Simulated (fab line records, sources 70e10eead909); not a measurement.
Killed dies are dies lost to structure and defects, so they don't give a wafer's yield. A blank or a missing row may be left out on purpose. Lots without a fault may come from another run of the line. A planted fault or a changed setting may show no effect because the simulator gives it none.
Chamber matching | flow nand_harc | NHARC_A_STAIRCASE_STRIP_476 on rie_diel-06: 4 sister chambers
The step strips in O2, time 20 s. 27 wafers are shown with their chamber, then 12 later ones without.

WAFERS WITH THEIR CHAMBER
wafer  | chamber | showerhead_plenum_p_Torr (Torr) | drypump_motor_current_A (A) | oes_product_au (a.u.)
L074.2 | 1       | 3.45                            | 5.7                         | 0.983
L074.4 | 3       | 3.69                            | 4.9                         | 0.992
L074.6 | 1       | 3.45                            | 5.7                         | 0.997
L075.1 | 3       | 3.69                            | 4.9                         | 0.991
L075.3 | 2       | 3.71                            | 5.5                         | 1.017
L075.6 | 1       | 3.44                            | 5.7                         | 0.991
L079.1 | 0       | 3.60                            | 5.6                         | 0.996
L079.4 | 1       | 3.44                            | 5.7                         | 0.971
L079.6 | 2       | 3.70                            | 5.5                         | 1.007
L077.1 | 1       | 3.44                            | 5.7                         | 0.979
L077.2 | 3       | 3.68                            | 4.8                         | 0.982
L077.3 | 2       | 3.70                            | 5.5                         | 1.020
L077.4 | 0       | 3.60                            | 5.6                         | 0.993
L077.5 | 1       | 3.44                            | 5.7                         | 0.981
L077.6 | 0       | 3.60                            | 5.7                         | 1.001
L078.1 | 0       | 3.60                            | 5.7                         | 0.995
L078.5 | 2       | 3.70                            | 5.5                         | 1.017
L078.6 | 1       | 3.44                            | 5.7                         | 0.975
L080.1 | 2       | 3.70                            | 5.5                         | 1.020
L080.2 | 3       | 3.68                            | 4.8                         | 0.974
L080.4 | 0       | 3.60                            | 5.6                         | 1.003
L086.1 | 3       | 3.67                            | 4.8                         | 0.992
L086.2 | 0       | 3.59                            | 5.7                         | 0.996
L086.5 | 3       | 3.67                            | 4.8                         | 0.996
L089.2 | 2       | 3.69                            | 5.5                         | 1.002
L089.5 | 3       | 3.67                            | 4.8                         | 0.998
L089.6 | 0       | 3.58                            | 5.7                         | 1.007

SIGNATURES (means of the wafers above)
reading                  | chamber 0 | chamber 1 | chamber 2 | chamber 3 | scatter within a chamber
showerhead_plenum_p_Torr | 3.5957    | 3.4429    | 3.7000    | 3.6786    | 0.00722
drypump_motor_current_A  | 5.657     | 5.700     | 5.500     | 4.829     | 0.037
oes_product_au           | 0.99871   | 0.98243   | 1.01383   | 0.98929   | 0.00765
Rule: a wafer's distance from a chamber is the root of the sum, over the readings, of the square of ((its reading less the chamber's mean) divided by the reading's scatter). The wafer belongs to the nearest chamber; if the next one is less than 2 further off, it can't be placed. The scatter: the root of (the sum of the squares of (reading less its chamber's mean) over the shown wafers, divided by (wafers less chambers)).

WAFERS WITHOUT THEIR CHAMBER
wafer  | showerhead_plenum_p_Torr (Torr) | drypump_motor_current_A (A) | oes_product_au (a.u.)
L091.2 | 3.67                            | 4.8                         | 0.996
L091.4 | 3.69                            | 5.5                         | 1.001
L091.6 | 3.67                            | 4.8                         | 0.997
L091.1 | 3.43                            | 5.7                         | 0.972
L091.3 | 3.58                            | 5.6                         | 1.003
L091.5 | 3.69                            | 5.5                         | 1.005
L095.1 | 3.58                            | 5.7                         | 1.000
L095.3 | 3.66                            | 4.8                         | 0.987
L095.6 | 3.68                            | 5.5                         | 1.007
L097.3 | 3.57                            | 5.6                         | 0.998
L097.4 | 3.68                            | 5.5                         | 1.008
L097.6 | 3.42                            | 5.7                         | 0.979

WHICH CHAMBER EACH WENT THROUGH
wafer  | from the rows above | in truth
L091.2 | 3                   | 3
L091.4 | 2                   | 2
L091.6 | 3                   | 3
L091.1 | 1                   | 1
L091.3 | 0                   | 0
L091.5 | 2                   | 2
L095.1 | 0                   | 0
L095.3 | 3                   | 3
L095.6 | 2                   | 2
L097.3 | 0                   | 0
L097.4 | 2                   | 2
L097.6 | 1                   | 1
Placed correctly: 12 of 12. Can't be placed from these rows: 0. Placed wrongly: 0.
